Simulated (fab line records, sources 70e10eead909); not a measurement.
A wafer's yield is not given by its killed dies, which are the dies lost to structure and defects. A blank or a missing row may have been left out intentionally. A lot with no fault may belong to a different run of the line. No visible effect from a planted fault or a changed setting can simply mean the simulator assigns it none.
Chamber matching :: flow nand-harc :: 4 sister chambers for NHARC_A_CHANNEL_HOLE_D1_ETCH_44 on rie-diel-11
The step etches the open film in CF4/O2, target depth 140 nm, overetch 14 nm, time 77 s. 4 wafers are shown with their chamber, then 12 later ones without.

EACH WAFER AND ITS CHAMBER
wafer: L088.6
chamber: 3
drypump-motor-current-A (A): 5.4

wafer: L092.3
chamber: 0
drypump-motor-current-A (A): 6.1

wafer: L092.5
chamber: 1
drypump-motor-current-A (A): 5.6

wafer: L092.6
chamber: 2
drypump-motor-current-A (A): 6.1

WAFERS WITHOUT THEIR CHAMBER
wafer: L093.1
drypump-motor-current-A (A): 5.6

wafer: L093.5
drypump-motor-current-A (A): 5.6

wafer: L093.6
drypump-motor-current-A (A): 6.1

wafer: L094.2
drypump-motor-current-A (A): 5.6

wafer: L094.4
drypump-motor-current-A (A): 6.1

wafer: L094.6
drypump-motor-current-A (A): 6.1

wafer: L095.3
drypump-motor-current-A (A): 5.4

wafer: L095.5
drypump-motor-current-A (A): 6.2

wafer: L095.6
drypump-motor-current-A (A): 5.6

wafer: L097.2
drypump-motor-current-A (A): 6.1

wafer: L097.3
drypump-motor-current-A (A): 6.1

wafer: L097.5
drypump-motor-current-A (A): 6.1

WHICH CHAMBER EACH ONE RAN IN
wafer: L093.1
from the rows above: 1
in truth: 1

wafer: L093.5
from the rows above: 1
in truth: 1

wafer: L093.6
from the rows above: can't be placed: 0 or 2
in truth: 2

wafer: L094.2
from the rows above: 1
in truth: 1

wafer: L094.4
from the rows above: can't be placed: 0 or 2
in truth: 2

wafer: L094.6
from the rows above: can't be placed: 0 or 2
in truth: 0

wafer: L095.3
from the rows above: 3
in truth: 3

wafer: L095.5
from the rows above: can't be placed: 0 or 2
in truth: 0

wafer: L095.6
from the rows above: 1
in truth: 1

wafer: L097.2
from the rows above: can't be placed: 0 or 2
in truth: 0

wafer: L097.3
from the rows above: can't be placed: 0 or 2
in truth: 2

wafer: L097.5
from the rows above: can't be placed: 0 or 2
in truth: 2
5 of 12 placed correctly. Can't be placed from these rows: 7 (the true chamber is among the candidates in 7). Number placed wrongly: 0.
How it was worked out, from the rows above alone: a wafer's distance from a chamber is the root of the sum, over the readings, of the square of ((its reading less the chamber's mean) divided by the reading's scatter). The wafer belongs to the nearest chamber; if the next one is less than 2 further off, it can't be placed. The mean given for a chamber averages the wafers shown for that chamber. The scatter: root of mean squared gap, hidden wafer to nearest shown wafer, with one shown wafer a chamber.
